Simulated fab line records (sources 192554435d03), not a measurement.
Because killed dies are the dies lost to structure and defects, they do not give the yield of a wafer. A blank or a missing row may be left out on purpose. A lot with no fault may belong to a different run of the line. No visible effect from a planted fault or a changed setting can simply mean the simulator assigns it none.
Split-lot experiment    flow n5-finfet    21 wafers read from 7 lots, route of 1938 steps

SPLIT DETAILS
At N5_GATE_CUT_ETCH_37 (etches SOC in N2/H2, target depth 60 nm, overetch 12 nm, time 90 s), the setting bias-w was moved away from the recipe's 150 W on 7 of the 21 wafers read, by -14.1% to -5.2%. All remaining wafers had this setting at the recipe value.

Reading taken at the split's own step.

THE READING
rf-vpp-V, in V, at N5_GATE_CUT_ETCH_37 (etches SOC in N2/H2, target depth 60 nm, overetch 12 nm, time 90 s). A value of 524.5 V with a standard deviation of 2 V is what fault-free wafers of this fab line usually give.

wafer   tool, chamber at the split  bias-w as run, W  against the recipe  rf-vpp-V, V  against lot-mates on the recipe
L079.3  rie-diel-04, 0              150               recipe              527.7        -
L079.5  rie-diel-04, 0              150               recipe              524.8        -
L079.6  rie-diel-04, 3              150               recipe              525.7        -
L080.1  rie-diel-04, 2              142.2             -5.2%               504.9        -18.0
L080.5  rie-diel-04, 3              142.2             -5.2%               507.5        -15.4
L080.6  rie-diel-04, 2              150               recipe              522.9        -
L086.1  rie-diel-05, 0              150               recipe              528.9        -
L086.2  rie-diel-05, 3              150               recipe              522.3        -
L086.3  rie-diel-05, 2              150               recipe              525.2        -
L087.1  rie-diel-01, 0              150               recipe              525.3        -
L087.4  rie-diel-01, 2              150               recipe              523.6        -
L087.5  rie-diel-01, 1              128.8             -14.1%              474.4        -50.1
L088.1  rie-diel-04, 0              150               recipe              525.8        -
L088.3  rie-diel-04, 2              130.3             -13.1%              477.7        -48.1
L088.6  rie-diel-04, 1              130.3             -13.1%              480.6        -45.2
L089.2  rie-diel-04, 0              150               recipe              526.2        -
L089.4  rie-diel-04, 1              150               recipe              524.8        -
L089.6  rie-diel-04, 2              150               recipe              522.0        -
L093.4  rie-diel-04, 2              130.1             -13.3%              477.0        -46.8
L093.5  rie-diel-04, 1              150               recipe              523.8        -
L093.6  rie-diel-04, 0              130.1             -13.3%              480.2        -43.6

FIT RESULTS
A straight line over all 21 wafers: rf-vpp-V changes by +3.51 V for each +1% of bias-w; r = +1.00; the points scatter about the line by 1.8 V.
The same after taking each lot's own level away (the mean of its wafers on the recipe; 21 wafers): +3.49 V for each +1%; r = +1.00; scatter 1.7 V.
That fit puts the effect of the largest move of bias-w on the reading at 49 V.
Measured against the standard deviation above, the lots' own levels, which go from 522.90 to 526.07 V, span 1.6 times it.
So the lot-to-lot level changes the slope little: the two slopes agree.
Check: for one of the wafers moved furthest among these (-14.1%), held out of the fit, the line's prediction against its lot-mates is -48.9 V. It came out at -50.1 V against them.
Tool readings at the split's step, against how far the setting was moved: rf-vpp-V r = +1.00.

OTHER SPLITS APPLIED TO THESE WAFERS
Before the reading, these wafers also passed through other splits. Each is held against what the fit with the lots' levels taken away leaves over:
other split on the same wafers  wafers away from the commonest value  r with rf-vpp-V (lot level and that fit taken away)
N5_HKMG_FIN_PEB_10 peb-time-s   11                                    -0.11

FILE'S OWN FIT
rf-vpp-V changes by +3.49 V for each +1% of bias-w, r = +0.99.
